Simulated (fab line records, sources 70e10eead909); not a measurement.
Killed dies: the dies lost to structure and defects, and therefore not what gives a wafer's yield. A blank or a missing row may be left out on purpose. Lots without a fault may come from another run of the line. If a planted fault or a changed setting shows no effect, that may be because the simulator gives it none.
Matching of chambers	flow nand_harc	4 sister chambers for NHARC_A_CHANNEL_HOLE_D1_DESCUM_15 on rie_diel-03
The step chemistry O2, time 3 s. 4 wafers are shown with their chamber, then 12 later ones without.

## WAFERS WITH THEIR CHAMBER
wafer	chamber	drypump_motor_current_A (A)
L090.1	3	5.5
L091.3	0	5.7
L091.5	1	5.9
L091.6	2	6.6

## WAFERS WITH NO CHAMBER GIVEN
wafer	drypump_motor_current_A (A)
L094.1	5.4
L094.2	5.9
L094.5	6.6
L095.1	6.6
L095.4	5.7
L095.5	6.0
L096.2	5.7
L096.3	5.9
L096.4	6.6
L097.1	5.5
L097.3	6.6
L097.6	6.6

## CHAMBER TAKEN BY EACH
wafer	from the rows above	in truth
L094.1	3	3
L094.2	1	1
L094.5	2	2
L095.1	2	2
L095.4	0	0
L095.5	1	1
L096.2	0	0
L096.3	1	1
L096.4	2	2
L097.1	3	3
L097.3	2	2
L097.6	2	2
12 of 12 placed correctly. From these rows, 0 cannot be placed. Wrongly placed: 0.
How it was worked out, from the rows above alone: a wafer's distance from a chamber is the root of the sum, over the readings, of the square of ((its reading less the chamber's mean) divided by the reading's scatter). If the next closest chamber is less than 2 further off than the closest, the wafer can't be placed; otherwise it belongs to the closest. The mean given for a chamber averages the wafers shown for that chamber. The scatter: with one shown wafer a chamber, the root of the mean of the squares of how far each hidden wafer lies from its nearest shown one.
